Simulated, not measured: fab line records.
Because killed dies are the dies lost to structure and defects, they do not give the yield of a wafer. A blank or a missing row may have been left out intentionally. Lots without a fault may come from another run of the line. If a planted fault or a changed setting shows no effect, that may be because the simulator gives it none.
fab line records -- flow n5_finfet
[record] lots = 7, wafers = 39
route steps=1938 shown BEOL_M4@1070 BEOL_M6@1194
start_h: hours from the record's first day to the start of the lot's first wafer shown -- wait_h: hours since the lot's step before -- " the same as in the row above -- L1.1+2: one row covering several wafers at once -- - no value present, or no start provided -- * or withheld: withheld -- < > ~ a bound
route shown NAME@n: a module of which the file shows steps, and the number in the route of the first -- usual: average and standard deviation across the fault-free wafers -- same: alike in all rows -- chamber/n: place in a boat -- sites: the reading at each site -- _std_site: how widely they spread, as a standard deviation -- _edge_site: outer sites' mean less inner sites' -- radius_mm: how far each site lies from the wafer's centre -- mask NAME#n: copy n -- behind: the last tool/chamber to shape the wafer -- hold: why the lot was held/for how many hours/how that ended -- device: the n, p or np transistor that did not switch -- end of line: at the end of the route, the tests of the same wafers -- a step without rows: its recipe alone -- killed: dies lost to structure and defects at the first sort, not the wafer's yield -- map: shows each die of a wafer: x if killed, . if not, _ if none is there
set.NAME: the setting the step ran with; set.NAME@STEP: the setting that earlier step ran with -- model.NAME: the simulator's own value behind a step, which no gauge read
lots whose settings were changed on purpose; a table a step, a row a wafer
[[steps]]
[step N5_BEOL_M4_TRENCH_ETCH_37]
[recipe] chemistry = C4F6/O2, target_depth_a = 555.55, target = SiOC, time_s = 29.2, ion_energy_ev = 250, pressure_mtorr = 30, source_w = 355, bias_w = 185, Ar_flow_sccm = 300, C4F6_flow_sccm = 10, O2_flow_sccm = 10
lot.wafer,tool,chamber,start_h,wait_h,set.time_s,model.BEOL_M4.feature_depth_nm,model.etch.depth_nm,model.TiN_of_BEOL_M4_HM_DEP_02.thk_nm
L075.1,rie_diel-01,1,-,-,29.2,57.4,57.44,17.8
L075.3,rie_diel-01,0,-,-,29.2,56.6,56.68,17.8
L075.4,rie_diel-01,2,-,-,29.2,56.2,56.17,17.6
L077.1,rie_diel-01,1,-,-,29.2,57,56.93,18
L077.2,rie_diel-01,3,-,-,29.2,55.2,55.18,18.2
L077.3,rie_diel-01,2,-,-,29.2,55.4,55.32,18.4
L077.4,rie_diel-01,0,-,-,29.2,56.8,56.79,18.2
L077.5,rie_diel-01,2,-,-,29.2,55.8,55.8,18.2
L077.6,rie_diel-01,3,-,-,29.2,55.4,55.45,18.4
L078.1,rie_diel-04,0,-,-,29.2,55.4,55.42,17.6
L078.2,rie_diel-04,3,-,-,29.2,53.2,53.18,18.2
L078.3,rie_diel-04,1,-,-,29.2,56,56.04,17.8
L078.4,rie_diel-04,2,-,-,29.2,55.6,55.61,17.8
L078.5,rie_diel-04,2,-,-,29.2,55.8,55.78,17.8
L078.6,rie_diel-04,3,-,-,29.2,52.6,52.52,18
L079.1,rie_diel-04,3,-,-,29.2,53.8,53.89,17.6
L079.2,rie_diel-04,0,-,-,29.2,55.4,55.4,17.6
L079.3,rie_diel-04,2,-,-,29.2,56.2,56.16,17.4
L079.4,rie_diel-04,1,-,-,29.2,56.6,56.54,17.6
L079.5,rie_diel-04,3,-,-,29.2,53.2,53.24,17.8
L079.6,rie_diel-04,0,-,-,29.2,55.4,55.5,17.6
L082.1,rie_diel-01,3,-,-,29.2,54.8,54.84,18
L082.2,rie_diel-01,0,-,-,29.2,56.6,56.56,17.6
L082.3,rie_diel-01,1,-,-,29.2,57,57.03,18
L082.4,rie_diel-01,2,-,-,29.2,55,54.93,17.6
L082.5,rie_diel-01,2,-,-,29.2,55.2,55.14,17.6
L082.6,rie_diel-01,3,-,-,29.2,54.8,54.81,17.8
L081.1,rie_diel-03,2,-,-,29.2,56.2,56.19,17.6
L081.2,rie_diel-03,0,-,-,38.6,73.4,73.46,16.8
L081.3,rie_diel-03,3,-,-,38.6,73,73.05,16.8
L081.4,rie_diel-03,1,-,-,38.6,75.4,75.41,16.8
L081.5,rie_diel-03,1,-,-,29.2,57.4,57.39,17.6
L081.6,rie_diel-03,0,-,-,29.2,54.8,54.86,17.6
L084.1,rie_diel-01,1,-,-,44.89,87.6,87.65,16
L084.2,rie_diel-01,3,-,-,29.2,54.8,54.76,17.8
L084.3,rie_diel-01,0,-,-,29.2,56.6,56.53,17.6
L084.4,rie_diel-01,2,-,-,44.89,84.2,84.11,16.8
L084.5,rie_diel-01,3,-,-,44.89,83.8,83.75,16.6
L084.6,rie_diel-01,0,-,-,29.2,56.2,56.26,17.4
[step N5_BEOL_M4_ETCH_41]
[recipe] chemistry = CH3F/O2, target = SiCN, target_depth_a = 299, taper_deg = 2, time_s = 52.5, ion_energy_ev = 120, mask_material = TiN, pressure_mtorr = 30, source_w = 395, bias_w = 75, Ar_flow_sccm = 150, CH3F_flow_sccm = 30, O2_flow_sccm = 20
[step N5_BEOL_M4_STRIP_97]
[recipe] chemistry = N2/H2, time_s = 10, power_w = 450, temp_c = 40, pressure_mtorr = 20, rf_frequency_hz = 6e+07, bias_power_w = 7, n2_flow_sccm = 200, h2_flow_sccm = 200
[step N5_BEOL_M4_OCD_MEAS_38]
[usual] trench_depth_nm = 55.6/1.1
lot.wafer,tool,chamber,start_h,wait_h,set.time_s@BEOL_M4_TRENCH_ETCH_37,trench_depth_nm
L075.1,ocd-01,-,187.34,-,29.2,57.5
L075.3,ocd-01,-,187.34,-,29.2,57.2
L075.4,ocd-01,-,187.34,-,29.2,56.9
L077.1,ocd-01,-,191.95,-,29.2,57.2
L077.2,ocd-01,-,191.95,-,29.2,55.3
L077.3,ocd-01,-,191.95,-,29.2,55.5
L077.4,ocd-01,-,191.95,-,29.2,56.8
L077.5,ocd-01,-,191.95,-,29.2,55.6
L077.6,ocd-01,-,191.95,-,29.2,55.5
L078.1,ocd-02,-,195.08,-,29.2,55.6
L078.2,ocd-02,-,195.08,-,29.2,53.3
L078.3,ocd-02,-,195.08,-,29.2,55.8
L078.4,ocd-02,-,195.08,-,29.2,56.1
L078.5,ocd-02,-,195.08,-,29.2,55.4
L078.6,ocd-02,-,195.08,-,29.2,52.7
L079.1,ocd-02,-,204.97,-,29.2,53.5
L079.2,ocd-02,-,204.97,-,29.2,55.6
L079.3,ocd-02,-,204.97,-,29.2,56.4
L079.4,ocd-02,-,204.97,-,29.2,57.0
L079.5,ocd-02,-,204.97,-,29.2,53.5
L079.6,ocd-02,-,204.97,-,29.2,55.0
L082.1,ocd-02,-,208.43,-,29.2,55.0
L082.2,ocd-02,-,208.43,-,29.2,57.0
L082.3,ocd-02,-,208.43,-,29.2,56.8
L082.4,ocd-02,-,208.43,-,29.2,54.7
L082.5,ocd-02,-,208.43,-,29.2,55.0
L082.6,ocd-02,-,208.43,-,29.2,55.0
L081.1,ocd-02,-,221.36,-,29.2,56.1
L081.2,ocd-02,-,221.36,-,38.6,73.9
L081.3,ocd-02,-,221.36,-,38.6,73.2
L081.4,ocd-02,-,221.36,-,38.6,75.1
L081.5,ocd-02,-,221.36,-,29.2,57.5
L081.6,ocd-02,-,221.36,-,29.2,55.4
L084.1,ocd-02,-,221.56,-,44.89,88.4
L084.2,ocd-02,-,221.56,-,29.2,55.0
L084.3,ocd-02,-,221.56,-,29.2,56.2
L084.4,ocd-02,-,221.56,-,44.89,83.3
L084.5,ocd-02,-,221.56,-,44.89,83.8
L084.6,ocd-02,-,221.56,-,29.2,56.1
[step N5_BEOL_M4_HM_STRIP_39]
[recipe] chemistry = peroxide_tin_strip, material = TiN, target_depth_a = 250, temp_c = 50, time_s = 158
[step N5_BEOL_M4_SRD_40]
[recipe] time_s = 30, temp_c = 23, rinse_liquid = diw, dry = ipa_marangoni
[step N5_BEOL_M4_ECD_50]
[recipe] material = Cu, target_thk_a = 3000
[step N5_BEOL_M4_ANNEAL_51]
[recipe] temp_c = 225, time_s = 90, ambient = N2
[step N5_BEOL_M4_CMP_52]
[recipe] stop_on = SiOC, t_overpolish_s = 6.8, down_force_psi = 1, platen_rpm = 50, clearing_platen_down_force_psi = 1.5, clearing_platen_rpm = 50, post_cmp_clean = cu_alkaline, target_thk_nm = 40, clearing_platen_pad_velocity_m_s = 0.99484, pad_velocity_m_s = 0.99484
lot.wafer,tool,chamber,start_h,wait_h,set.time_s@BEOL_M4_TRENCH_ETCH_37,model.Cu_of_BEOL_M4_ECD_50.thk_nm
L075.4,cmp-02,1,191.00,0.1,29.2,42.6
L075.1,cmp-02,2,191.00,0.1,29.2,42.2
L075.3,cmp-02,3,191.00,0.1,29.2,40.4
L077.2,cmp-03,2,195.47,0.2,29.2,41.6
L077.1,cmp-03,3,195.47,0.2,29.2,42
L077.4+5,cmp-03,"0,2",195.47,0.2,29.2,42.2
L077.3,cmp-03,1,195.47,0.2,29.2,40.2
L077.6,cmp-03,3,195.47,0.2,29.2,39
L078.4,cmp-02,3,198.41,0.1,29.2,38.8
L078.1,cmp-02,0,198.41,0.1,29.2,39.8
L078.3,cmp-02,1,198.41,0.1,29.2,41.4
L078.2,cmp-02,2,198.41,0.1,29.2,35
L078.6,cmp-02,3,198.41,0.1,29.2,34.8
L078.5,cmp-02,0,198.41,0.1,29.2,39.6
L079.4,cmp-04,0,208.43,0.1,29.2,41.2
L079.2,cmp-04,1,208.43,0.1,29.2,40
L079.1,cmp-04,2,208.43,0.1,29.2,40.4
L079.3+6,cmp-04,"3,0",208.43,0.1,29.2,40.2
L079.5,cmp-04,1,208.43,0.1,29.2,37.2
L082.4,cmp-04,1,212.31,0.1,29.2,38.6
L082.2+5,cmp-04,2,212.31,0.1,29.2,42.6
L082.1,cmp-04,3,212.31,0.1,29.2,38
L082.3,cmp-04,0,212.31,0.1,29.2,40.4
L082.6,cmp-04,1,212.31,0.1,29.2,39
L081.1,cmp-02,0,225.10,0.3,29.2,40.8
L081.3,cmp-02,1,225.10,0.3,38.6,58
L081.2,cmp-02,2,225.10,0.3,38.6,56.6
L081.4,cmp-02,3,225.10,0.3,38.6,58.8
L081.5,cmp-02,0,225.10,0.3,29.2,39.4
L081.6,cmp-02,1,225.10,0.3,29.2,40.4
L084.4,cmp-02,1,226.35,0.1,44.89,70.6
L084.1,cmp-02,2,226.35,0.1,44.89,72.4
L084.2,cmp-02,3,226.35,0.1,29.2,38.4
L084.3,cmp-02,0,226.35,0.1,29.2,40.6
L084.5,cmp-02,1,226.35,0.1,44.89,71.4
L084.6,cmp-02,2,226.35,0.1,29.2,41.4
[step N5_BEOL_M4_THK_MEAS_53]
[recipe] thk_meas_gauge = xrf, reads = Cu_of_BEOL_M4_ECD_50
[usual] M4_THK = 40.9/1.7
lot.wafer,tool,chamber,start_h,wait_h,set.time_s@BEOL_M4_TRENCH_ETCH_37,M4_THK[nm]
L075.1,film_metro-02,-,191.30,-,29.2,43.0
L075.3,film_metro-02,-,191.30,-,29.2,40.9
L075.4,film_metro-02,-,191.30,-,29.2,43.0
L077.1,film_metro-02,-,195.76,-,29.2,42.7
L077.2,film_metro-02,-,195.76,-,29.2,42.1
L077.3,film_metro-02,-,195.76,-,29.2,40.7
L077.4,film_metro-02,-,195.76,-,29.2,42.7
L077.5,film_metro-02,-,195.76,-,29.2,42.6
L077.6,film_metro-02,-,195.76,-,29.2,39.5
L078.1,film_metro-02,-,198.70,-,29.2,40.6
L078.2,film_metro-02,-,198.70,-,29.2,35.5
L078.3,film_metro-02,-,198.70,-,29.2,42.2
L078.4,film_metro-02,-,198.70,-,29.2,39.5
L078.5,film_metro-02,-,198.70,-,29.2,40.2
L078.6,film_metro-02,-,198.70,-,29.2,35.6
L079.1,film_metro-01,-,208.72,-,29.2,41.3
L079.2,film_metro-01,-,208.72,-,29.2,40.9
L079.3,film_metro-01,-,208.72,-,29.2,40.8
L079.4,film_metro-01,-,208.72,-,29.2,42.3
L079.5,film_metro-01,-,208.72,-,29.2,38.1
L079.6,film_metro-01,-,208.72,-,29.2,41.2
L082.1,film_metro-01,-,212.60,-,29.2,38.6
L082.2,film_metro-01,-,212.60,-,29.2,43.2
L082.3,film_metro-01,-,212.60,-,29.2,41.1
L082.4,film_metro-01,-,212.60,-,29.2,39.3
L082.5,film_metro-01,-,212.60,-,29.2,43.1
L082.6,film_metro-01,-,212.60,-,29.2,39.5
L081.1,film_metro-01,-,225.39,-,29.2,41.4
L081.2,film_metro-01,-,225.39,-,38.6,57.7
L081.3,film_metro-01,-,225.39,-,38.6,58.5
L081.4,film_metro-01,-,225.39,-,38.6,59.5
L081.5,film_metro-01,-,225.39,-,29.2,39.8
L081.6,film_metro-01,-,225.39,-,29.2,41.1
L084.1,film_metro-01,-,226.64,-,44.89,74.4
L084.2,film_metro-01,-,226.64,-,29.2,39.4
L084.3,film_metro-01,-,226.64,-,29.2,41.5
L084.4,film_metro-01,-,226.64,-,44.89,72.7
L084.5,film_metro-01,-,226.64,-,44.89,73.0
L084.6,film_metro-01,-,226.64,-,29.2,42.5
[step N5_BEOL_M4_PRE_CLEAN_60]
[recipe] gas = NH3/H2, time_s = 15, temp_c = *, rf_power_w = 300
[step N5_BEOL_M4_CO_CAP_55]
[recipe] material = Co, target_thk_a = 20, temp_c = 200, precursor = CCTBA/H2, pressure_torr = 30, time_s = 102.1
[step N5_BEOL_M4_PRE_CLEAN_56]
[recipe] gas = NH3, time_s = 15, temp_c = withheld, rf_power_w = 300
[step N5_BEOL_M4_DEP_57]
[recipe] material = SiCN, target_thk_a = 80, temp_c = withheld, precursor = 3MS/NH3, pressure_torr = 3, rf_w = 202, time_s = 14
[step N5_BEOL_M4_RS_MEAS_58]
[recipe] thk_meas_gauge = four-point-probe, reads = Co_of_BEOL_M4_CO_CAP_55+Cu_of_BEOL_M4_ECD_50+Co_of_BEOL_M4_CVD_47+TaN_of_BEOL_M4_ALD_84
[usual] M4_RS = 0.67/0.037
lot.wafer,tool,chamber,start_h,wait_h,set.time_s@BEOL_M4_TRENCH_ETCH_37,M4_RS[ohm/sq]
L075.1,film_metro-01,-,191.56,0.0,29.2,0.62
L075.3,film_metro-01,-,191.56,0.0,29.2,0.66
L075.4,film_metro-01,-,191.56,0.0,29.2,0.62
L077.1,film_metro-02,-,196.02,0.0,29.2,0.63
L077.2,film_metro-02,-,196.02,0.0,29.2,0.64
L077.3,film_metro-02,-,196.02,0.0,29.2,0.66
L077.4,film_metro-02,-,196.02,0.0,29.2,0.62
L077.5,film_metro-02,-,196.02,0.0,29.2,0.63
L077.6,film_metro-02,-,196.02,0.0,29.2,0.69
L078.1,film_metro-02,-,199.09,0.0,29.2,0.67
L078.2,film_metro-02,-,199.09,0.0,29.2,0.80
L078.3,film_metro-02,-,199.09,0.0,29.2,0.64
L078.4,film_metro-02,-,199.09,0.0,29.2,0.70
L078.5,film_metro-02,-,199.09,0.0,29.2,0.68
L078.6,film_metro-02,-,199.09,0.0,29.2,0.80
L079.1,film_metro-01,-,208.99,0.1,29.2,0.66
L079.2,film_metro-01,-,208.99,0.1,29.2,0.67
L079.3,film_metro-01,-,208.99,0.1,29.2,0.66
L079.4,film_metro-01,-,208.99,0.1,29.2,0.64
L079.5,film_metro-01,-,208.99,0.1,29.2,0.73
L079.6,film_metro-01,-,208.99,0.1,29.2,0.66
L082.1,film_metro-01,-,213.17,0.0,29.2,0.71
L082.2,film_metro-01,-,213.17,0.0,29.2,0.62
L082.3,film_metro-01,-,213.17,0.0,29.2,0.66
L082.4,film_metro-01,-,213.17,0.0,29.2,0.70
L082.5,film_metro-01,-,213.17,0.0,29.2,0.62
L082.6,film_metro-01,-,213.17,0.0,29.2,0.69
L081.1,film_metro-01,-,225.65,0.0,29.2,0.65
L081.2,film_metro-01,-,225.65,0.0,38.6,0.43
L081.3,film_metro-01,-,225.65,0.0,38.6,0.42
L081.4,film_metro-01,-,225.65,0.0,38.6,0.41
L081.5,film_metro-01,-,225.65,0.0,29.2,0.68
L081.6,film_metro-01,-,225.65,0.0,29.2,0.66
L084.1,film_metro-01,-,226.93,0.1,44.89,0.32
L084.2,film_metro-01,-,226.93,0.1,29.2,0.70
L084.3,film_metro-01,-,226.93,0.1,29.2,0.65
L084.4,film_metro-01,-,226.93,0.1,44.89,0.33
L084.5,film_metro-01,-,226.93,0.1,44.89,0.33
L084.6,film_metro-01,-,226.93,0.1,29.2,0.64
[step N5_BEOL_M6_ILD_DEP_00]
[recipe] material = SiCOH_lowk, target_thk_a = 1797.5, temp_c = 300, precursor = DEMS/porogen, pressure_torr = 5, rf_w = 500, time_s = 33.4
lot.wafer,tool,chamber,start_h,wait_h,set.target_thk_a,model.SiCOH_lowk_of_BEOL_M6_ILD_DEP_00.thk_nm
L075.1,pecvd-01,0,204.54,0.0,1797.5,177.2
L075.3,pecvd-01,0,204.54,0.0,1797.5,180.2
L075.4,pecvd-01,1,204.54,0.0,1797.5,181
L077.1,pecvd-01,0,207.50,0.0,1797.5,178.2
L077.2,pecvd-01,1,207.50,0.0,1797.5,181.8
L077.3,pecvd-01,1,207.50,0.0,1797.5,184
L077.4,pecvd-01,0,207.50,0.0,1797.5,181.4
L077.5,pecvd-01,0,207.50,0.0,1797.5,180.4
L077.6,pecvd-01,1,207.50,0.0,1797.5,183.2
L078.1,pecvd-02,0,211.15,0.0,1797.5,178
L078.2,pecvd-02,2,211.15,0.0,1797.5,177
L078.3,pecvd-02,1,211.15,0.0,1797.5,182.2
L078.4,pecvd-02,0,211.15,0.0,1797.5,181
L078.5,pecvd-02,2,211.15,0.0,1797.5,180.4
L078.6,pecvd-02,1,211.15,0.0,1797.5,184.8
L079.1,pecvd-01,1,221.45,0.0,1797.5,181.2
L079.2,pecvd-01,0,221.45,0.0,1082,108.2
L079.3,pecvd-01,0,221.45,0.0,1797.5,181.6
L079.4,pecvd-01,1,221.45,0.0,1797.5,183.6
L079.5,pecvd-01,0,221.45,0.0,1082,110
L079.6,pecvd-01,1,221.45,0.0,1082,110.4
L082.1,pecvd-04,2,232.16,0.0,1797.5,178.2
L082.2,pecvd-04,1,232.16,0.0,1797.5,177
L082.3,pecvd-04,0,232.16,0.0,2774,277.8
L082.4,pecvd-04,2,232.16,0.0,2774,279.2
L082.5,pecvd-04,0,232.16,0.0,2774,282.4
L082.6,pecvd-04,1,232.16,0.0,1797.5,180.2
L081.1,pecvd-01,0,238.88,0.0,1797.5,179.8
L081.2,pecvd-01,2,238.88,0.0,1797.5,181.4
L081.3,pecvd-01,2,238.88,0.0,1797.5,180.4
L081.4,pecvd-01,0,238.88,0.0,1797.5,181.8
L081.5,pecvd-01,2,238.88,0.0,1797.5,185.6
L081.6,pecvd-01,0,238.88,0.0,1797.5,180.8
L084.1,pecvd-04,0,242.29,0.0,1797.5,178
L084.2,pecvd-04,1,242.29,0.0,850.8,80.2
L084.3,pecvd-04,2,242.29,0.0,850.8,83.4
L084.4,pecvd-04,2,242.29,0.0,1797.5,180.4
L084.5,pecvd-04,0,242.29,0.0,850.8,85.4
L084.6,pecvd-04,1,242.29,0.0,1797.5,176.4
[step N5_BEOL_M6_CURE_74]
[recipe] temp_c = 385, time_s = 240, ambient = He/Ar, material = SiCOH_lowk
lot.wafer,tool,chamber,start_h,wait_h,set.target_thk_a@BEOL_M6_ILD_DEP_00,model.SiCOH_lowk_of_BEOL_M6_ILD_DEP_00.thk_nm
L075.1,uv_cure-02,0,204.63,0.1,1797.5,152.8
L075.3,uv_cure-02,0,204.63,0.1,1797.5,155.4
L075.4,uv_cure-02,0,204.63,0.1,1797.5,156
L077.1,uv_cure-02,1,207.59,0.1,1797.5,153.6
L077.2,uv_cure-02,1,207.59,0.1,1797.5,156.8
L077.3,uv_cure-02,1,207.59,0.1,1797.5,158.8
L077.4,uv_cure-02,1,207.59,0.1,1797.5,156.6
L077.5,uv_cure-02,1,207.59,0.1,1797.5,155.6
L077.6,uv_cure-02,1,207.59,0.1,1797.5,158
L078.1,uv_cure-01,1,211.21,0.0,1797.5,153.4
L078.2,uv_cure-01,1,211.21,0.0,1797.5,152.6
L078.3,uv_cure-01,1,211.21,0.0,1797.5,157.2
L078.4,uv_cure-01,1,211.21,0.0,1797.5,156
L078.5,uv_cure-01,1,211.21,0.0,1797.5,155.6
L078.6,uv_cure-01,1,211.21,0.0,1797.5,159.4
L079.1,uv_cure-03,2,221.54,0.1,1797.5,156.4
L079.2,uv_cure-03,2,221.54,0.1,1082,92.8
L079.3,uv_cure-03,2,221.54,0.1,1797.5,156.6
L079.4,uv_cure-03,2,221.54,0.1,1797.5,158.4
L079.5,uv_cure-03,2,221.54,0.1,1082,94.4
L079.6,uv_cure-03,2,221.54,0.1,1082,94.8
L082.1,uv_cure-01,1,232.23,0.0,1797.5,153.6
L082.2,uv_cure-01,1,232.23,0.0,1797.5,152.6
L082.3,uv_cure-01,1,232.23,0.0,2774,241
L082.4,uv_cure-01,1,232.23,0.0,2774,242.2
L082.5,uv_cure-01,1,232.23,0.0,2774,245
L082.6,uv_cure-01,1,232.23,0.0,1797.5,155.4
L081.1,uv_cure-02,2,238.97,0.1,1797.5,155
L081.2,uv_cure-02,2,238.97,0.1,1797.5,156.6
L081.3,uv_cure-02,2,238.97,0.1,1797.5,155.4
L081.4,uv_cure-02,2,238.97,0.1,1797.5,156.8
L081.5,uv_cure-02,2,238.97,0.1,1797.5,160
L081.6,uv_cure-02,2,238.97,0.1,1797.5,156
L084.1,uv_cure-02,1,242.35,0.0,1797.5,153.4
L084.2,uv_cure-02,1,242.35,0.0,850.8,68.8
L084.3,uv_cure-02,1,242.35,0.0,850.8,71.4
L084.4,uv_cure-02,1,242.35,0.0,1797.5,155.4
L084.5,uv_cure-02,1,242.35,0.0,850.8,73.2
L084.6,uv_cure-02,1,242.35,0.0,1797.5,152.2
[step N5_BEOL_M6_THK_MEAS_01]
[recipe] reads = SiCOH_lowk_of_BEOL_M6_ILD_DEP_00
[usual] M6_ILD_THK = 154.8/2.3
lot.wafer,tool,chamber,start_h,wait_h,set.target_thk_a@BEOL_M6_ILD_DEP_00,M6_ILD_THK[nm]
L075.1,film_metro-01,-,205.14,0.4,1797.5,152.7
L075.3,film_metro-01,-,205.14,0.4,1797.5,155.2
L075.4,film_metro-01,-,205.14,0.4,1797.5,156.1
L077.1,film_metro-01,-,208.10,0.4,1797.5,153.7
L077.2,film_metro-01,-,208.10,0.4,1797.5,156.8
L077.3,film_metro-01,-,208.10,0.4,1797.5,158.9
L077.4,film_metro-01,-,208.10,0.4,1797.5,156.5
L077.5,film_metro-01,-,208.10,0.4,1797.5,155.7
L077.6,film_metro-01,-,208.10,0.4,1797.5,158.0
L078.1,film_metro-01,-,211.72,0.4,1797.5,153.4
L078.2,film_metro-01,-,211.72,0.4,1797.5,152.7
L078.3,film_metro-01,-,211.72,0.4,1797.5,157.0
L078.4,film_metro-01,-,211.72,0.4,1797.5,156.2
L078.5,film_metro-01,-,211.72,0.4,1797.5,155.6
L078.6,film_metro-01,-,211.72,0.4,1797.5,159.3
L079.1,film_metro-02,-,222.05,0.4,1797.5,156.3
L079.2,film_metro-02,-,222.05,0.4,1082,92.8
L079.3,film_metro-02,-,222.05,0.4,1797.5,156.7
L079.4,film_metro-02,-,222.05,0.4,1797.5,158.4
L079.5,film_metro-02,-,222.05,0.4,1082,94.5
L079.6,film_metro-02,-,222.05,0.4,1082,94.9
L082.1,film_metro-02,-,232.74,0.4,1797.5,153.6
L082.2,film_metro-02,-,232.74,0.4,1797.5,152.8
L082.3,film_metro-02,-,232.74,0.4,2774,241.1
L082.4,film_metro-02,-,232.74,0.4,2774,241.9
L082.5,film_metro-02,-,232.74,0.4,2774,244.9
L082.6,film_metro-02,-,232.74,0.4,1797.5,155.4
L081.1,film_metro-02,-,239.48,0.4,1797.5,154.9
L081.2,film_metro-02,-,239.48,0.4,1797.5,156.5
L081.3,film_metro-02,-,239.48,0.4,1797.5,155.4
L081.4,film_metro-02,-,239.48,0.4,1797.5,156.8
L081.5,film_metro-02,-,239.48,0.4,1797.5,159.9
L081.6,film_metro-02,-,239.48,0.4,1797.5,155.9
L084.1,film_metro-01,-,242.86,0.4,1797.5,153.2
L084.2,film_metro-01,-,242.86,0.4,850.8,68.9
L084.3,film_metro-01,-,242.86,0.4,850.8,71.4
L084.4,film_metro-01,-,242.86,0.4,1797.5,155.5
L084.5,film_metro-01,-,242.86,0.4,850.8,73.2
L084.6,film_metro-01,-,242.86,0.4,1797.5,152.0
[[key]]
[split] step = N5_BEOL_M4_TRENCH_ETCH_37, setting = time_s, stated = 29.2, by = wafer
[response] step = N5_BEOL_M4_TRENCH_ETCH_37, reading = model.BEOL_M4.feature_depth_nm, change = +0.548, per = 1%, r = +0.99
[response] step = N5_BEOL_M4_TRENCH_ETCH_37, reading = model.etch.depth_nm, change = +0.548, per = 1%, r = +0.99
[response] step = N5_BEOL_M4_TRENCH_ETCH_37, reading = model.TiN_of_BEOL_M4_HM_DEP_02.thk_nm, change = -0.0221, per = 1%, r = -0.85
[response] step = N5_BEOL_M4_OCD_MEAS_38, reading = trench_depth_nm, change = +0.548, per = 1%, r = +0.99
[response] step = N5_BEOL_M4_CMP_52, reading = model.Cu_of_BEOL_M4_ECD_50.thk_nm, change = +0.574, per = 1%, r = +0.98
[response] step = N5_BEOL_M4_THK_MEAS_53, reading = M4_THK, change = +0.587, per = 1%, r = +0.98
[response] step = N5_BEOL_M4_RS_MEAS_58, reading = M4_RS, change = -0.00664, per = 1%, r = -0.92
[split] step = N5_BEOL_M6_ILD_DEP_00, setting = target_thk_a, stated = 1797.5, by = wafer
[response] step = N5_BEOL_M6_ILD_DEP_00, reading = model.SiCOH_lowk_of_BEOL_M6_ILD_DEP_00.thk_nm, change = +1.83, per = 1%, r = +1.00
[response] step = N5_BEOL_M6_CURE_74, reading = model.SiCOH_lowk_of_BEOL_M6_ILD_DEP_00.thk_nm, change = +1.6, per = 1%, r = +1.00
[response] step = N5_BEOL_M6_THK_MEAS_01, reading = M6_ILD_THK, change = +1.6, per = 1%, r = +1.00
